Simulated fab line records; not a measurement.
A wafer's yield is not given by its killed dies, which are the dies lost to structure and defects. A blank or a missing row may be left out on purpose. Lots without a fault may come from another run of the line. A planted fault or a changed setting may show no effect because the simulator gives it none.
Lot-split experiment | flow n5_finfet | 7 lots, 21 wafers read, on a route of 1938 steps

== THE SPLIT ITSELF ==
At N5_WELL_APT_EXPOSE_22 (exposes mask PWELL, defocus 0 nm, target cd 200 nm), the setting dose_mj was moved away from the recipe's 23.2 on 12 of the 21 wafers read, by -6.2% to +7.3%. This setting was run at the recipe's value on the other wafers.

== FROM THE SPLIT TO THE READING: what the file shows between them, 3 steps ==
- N5_WELL_APT_PEB_23: peb time 90 s (also split here: peb_time_s)
- N5_WELL_APT_DEVELOP_24: develop time 45 s
- N5_WELL_APT_HARDBAKE_29: time 120 s

== THE READING ==
cd_nm (nm) at N5_WELL_APT_CD_MEAS_25, where the cd target is 200 nm. Typical for fault-free wafers on this fab line: 198.6 nm, with standard deviation 1.8 nm.

wafer  | tool, chamber at the split | dose_mj as run | against the recipe | cd_nm, nm | against lot-mates on the recipe
L074.2 | krf_scanner-02, 0          | 24.66          | +6.3%              | 212.1     | no lot-mate on the recipe
L074.4 | krf_scanner-02, 0          | 24.66          | +6.3%              | 211.9     | no lot-mate on the recipe
L074.6 | krf_scanner-02, 0          | 24.66          | +6.3%              | 211.4     | no lot-mate on the recipe
L076.1 | krf_scanner-02, 0          | 24.89          | +7.3%              | 215.1     | +16.6
L076.2 | krf_scanner-02, 0          | 23.2           | recipe             | 198.5     | -
L076.4 | krf_scanner-02, 0          | 24.89          | +7.3%              | 214.4     | +15.9
L077.1 | krf_scanner-01, 0          | 23.2           | recipe             | 200.1     | -
L077.2 | krf_scanner-01, 0          | 21.77          | -6.2%              | 182.4     | -17.7
L077.6 | krf_scanner-01, 0          | 21.77          | -6.2%              | 188.1     | -12.0
L085.1 | krf_scanner-01, 0          | 22.23          | -4.2%              | 188.6     | no lot-mate on the recipe
L085.5 | krf_scanner-01, 0          | 22.23          | -4.2%              | 192.2     | no lot-mate on the recipe
L085.6 | krf_scanner-01, 0          | 22.23          | -4.2%              | 188.3     | no lot-mate on the recipe
L089.1 | krf_scanner-01, 0          | 23.2           | recipe             | 195.5     | -
L089.3 | krf_scanner-01, 0          | 23.2           | recipe             | 200.2     | -
L089.6 | krf_scanner-01, 0          | 23.2           | recipe             | 200.2     | -
L095.1 | krf_scanner-02, 0          | 21.89          | -5.6%              | 189.1     | -9.2
L095.2 | krf_scanner-02, 0          | 23.2           | recipe             | 197.0     | -
L095.6 | krf_scanner-02, 0          | 23.2           | recipe             | 199.6     | -
L096.1 | krf_scanner-01, 0          | 23.2           | recipe             | 197.9     | -
L096.4 | krf_scanner-01, 0          | 23.2           | recipe             | 198.2     | -
L096.5 | krf_scanner-01, 0          | 24.07          | +3.8%              | 213.3     | +15.2

THE FIT
A straight line over all 21 wafers: cd_nm changes by +2.17 nm for each +1% of dose_mj; r = +0.98; the points scatter about the line by 2.2 nm.
The same after taking each lot's own level away (the mean of its wafers on the recipe; 15 wafers): +2.32 nm for each +1%; r = +0.97; scatter 2.6 nm.
According to that fit, moving dose_mj by its largest amount changes the reading by 17 nm.
The span of the lots' own levels, 198.05 to 200.10 nm, comes to 1.1 times the standard deviation stated above.
So the lot-to-lot level changes the slope little: the two slopes agree.
Check: +17.8 nm against its lot-mates is what the line predicts for one of the wafers moved furthest among these (+7.3%) when that wafer is left out of the fit. It came out at +16.6 nm against them.

== OTHER SPLITS APPLIED TO THESE WAFERS ==
These wafers also went through other splits before the reading. Each is held against what the fit with the lots' levels taken away leaves over:
other split on the same wafers | wafers away from the commonest value | r with cd_nm (lot level and that fit taken away)
N5_WELL_APT_COAT_02 spin_rpm   | 9                                    | +0.09
N5_WELL_APT_PEB_23 peb_time_s  | 2                                    | +0.76

== THE WHOLE CHAIN: every reading that the file lists as answering this split, in the file's order ==
step                   | what it does             | reading                                                         | change (the file's fit)              | r (the file's)
N5_WELL_APT_CD_MEAS_25 | target cd 200 nm         | cd_nm                                                           | +2.33 nm for each +1% of the setting | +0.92
N5_WELL_APT_DESCUM_30  | chemistry O2, time 7.9 s | WELL_APT.cd_nm (the simulator's own value, which no gauge read) | +2.33 nm for each +1% of the setting | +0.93

== THE FILE'S OWN FIT ==
cd_nm changes by +2.33 nm for each +1% of dose_mj, r = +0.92.
